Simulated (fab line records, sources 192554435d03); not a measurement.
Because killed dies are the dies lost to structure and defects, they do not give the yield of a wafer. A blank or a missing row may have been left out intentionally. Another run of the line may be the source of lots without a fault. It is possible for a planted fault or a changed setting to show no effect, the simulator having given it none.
The same fault as seen by 2 desks / flow n5Finfet / only its own numbers are on each desk; what lay behind them is given at the end

== FROM THE METROLOGY DESK ==
What the gauges read, lot by lot, whatever tool the lot ran on: means of the sampled wafers that have a number. The brackets show how far a lot's mean lies from the usual mean; more than 4 standard deviations puts the lot out of limits, marked OUT. Readings shown: 7 of its 10, picked as those furthest out on some lot.
Columns: A = DIBL_N at N5_BEOL_M4_RC_MEAS_101, usual 36.3 mV/V; B = DIBL_P at N5_BEOL_M4_RC_MEAS_101, usual 36.2 mV/V; C = IOFF_N at N5_BEOL_M4_RC_MEAS_101, usual 0.157 nA/um; D = ION_N at N5_BEOL_M4_RC_MEAS_101, usual 673 uA/um; E = SS_N at N5_BEOL_M4_RC_MEAS_101, usual 71.5 mV/dec; F = VT_N at N5_BEOL_M4_RC_MEAS_101, usual 249.9 mV; G = VT_P at N5_BEOL_M4_RC_MEAS_101, usual -250.6 mV
lot=L286; first seen here=day 8 05:05; A=36.1; B=35.6; C=0.173; D=684; E=71.6; F=249.5; G=-252.2
lot=L284; first seen here=day 8 05:33; A=35.8; B=35.3; C=0.145; D=674; E=70.7; F=249.8; G=-251.6
lot=L285; first seen here=day 8 10:10; A=36.6; B=37.1; C=0.152; D=662; E=72.0; F=252.5; G=-251.4
lot=L289; first seen here=day 9 09:32; A=38.4; B=37.4; C=0.178; D=680; E=71.8; F=249.3; G=-249.2
lot=L287; first seen here=day 9 11:14; A=36.2; B=36.7; C=0.150; D=678; E=71.1; F=249.1; G=-250.9
lot=L293; first seen here=day 9 23:08; A=36.6; B=35.7; C=0.143; D=666; E=71.8; F=251.3; G=-251.6
lot=L299; first seen here=day 11 15:38; A=37.0; B=36.2; C=0.150; D=663; E=71.3; F=250.1; G=-250.4
lot=L298; first seen here=day 11 23:32; A=36.3; B=35.1; C=0.145; D=666; E=71.5; F=251.2; G=-247.2
lot=L303; first seen here=day 12 23:17; A=35.2; B=35.7; C=0.150; D=676; E=71.4; F=249.6; G=-247.9
lot=L306; first seen here=day 13 18:34; A=37.0; B=39.3; C=0.193; D=690; E=71.8; F=246.7; G=-248.7
Finding of this desk: none of the 10 lots has anything out of limits.

== THE TOOL OWNER'S DESK: aldMetal-01 ==
The tool's own readings at N5_BEOL_M4_ALD_84 (deposits TaN, pulse time 2 s, purge time 3 s, co reactant purge time 2 s): means of the sampled wafers that have a number, for each lot that ran on this tool. The brackets show how far a lot's mean lies from the usual mean; more than 4 standard deviations puts the lot out of limits, marked OUT.
Columns: A = heaterPowerW at N5_BEOL_M4_ALD_84, usual 436 W
lot=L289; first seen here=day 9 06:14; A=383
lot=L293; first seen here=day 9 19:13; A=478
Finding of this desk: none of the 2 lots has anything out of limits.

== BROUGHT TOGETHER ==
Metrology desk: nothing out of limits seen.
Nothing out of limits was seen by the tool owner's desk.

== WHAT WAS PUT IN BY THE SIMULATOR ==
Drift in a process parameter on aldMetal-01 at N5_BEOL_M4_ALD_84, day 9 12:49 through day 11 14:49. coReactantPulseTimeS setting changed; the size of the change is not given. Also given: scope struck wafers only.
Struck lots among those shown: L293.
